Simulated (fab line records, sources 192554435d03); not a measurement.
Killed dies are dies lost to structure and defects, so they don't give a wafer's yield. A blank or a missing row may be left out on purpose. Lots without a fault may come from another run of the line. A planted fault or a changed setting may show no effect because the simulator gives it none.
Chamber matching | flow n5_finfet | N5_FIN_SAQP_STRIP_77 on rie_diel-06: 4 sister chambers
The step strips in N2/H2, time 90 s. 8 wafers are shown with their chamber, then 8 later ones without.

WAFERS WITH THEIR CHAMBER
wafer  | chamber | drypump_motor_current_A (A) | showerhead_plenum_p_Torr (Torr)
L084.3 | 0       | 6.8                         | 3.28
L084.6 | 0       | 6.9                         | 3.28
L085.4 | 2       | 6.0                         | 3.25
L085.6 | 1       | 5.7                         | 3.54
L090.1 | 2       | 6.0                         | 3.25
L090.3 | 1       | 5.7                         | 3.53
L090.6 | 3       | 4.9                         | 3.43
L092.1 | 3       | 4.9                         | 3.42

WAFERS WITHOUT THEIR CHAMBER
wafer  | drypump_motor_current_A (A) | showerhead_plenum_p_Torr (Torr)
L092.4 | 6.8                         | 3.27
L092.6 | 4.9                         | 3.42
L093.1 | 6.9                         | 3.27
L093.4 | 4.9                         | 3.42
L093.5 | 5.8                         | 3.53
L095.1 | 4.9                         | 3.42
L095.3 | 6.8                         | 3.27
L095.4 | 5.7                         | 3.53

WHICH CHAMBER EACH WENT THROUGH
wafer  | from the rows above | in truth
L092.4 | 0                   | 0
L092.6 | 3                   | 3
L093.1 | 0                   | 0
L093.4 | 3                   | 3
L093.5 | 1                   | 1
L095.1 | 3                   | 3
L095.3 | 0                   | 0
L095.4 | 1                   | 1
Placed correctly: 8 of 8. Can't be placed from these rows: 0. Placed wrongly: 0.
How it was worked out, from the rows above alone: a wafer's distance from a chamber is the root of the sum, over the readings, of the square of ((its reading less the chamber's mean) divided by the reading's scatter). The wafer belongs to the nearest chamber; if the next one is less than 2 further off, it can't be placed. A chamber's mean is the mean of its shown wafers. The scatter: the root of (the sum of the squares of (reading less its chamber's mean) over the shown wafers, divided by (wafers less chambers)).
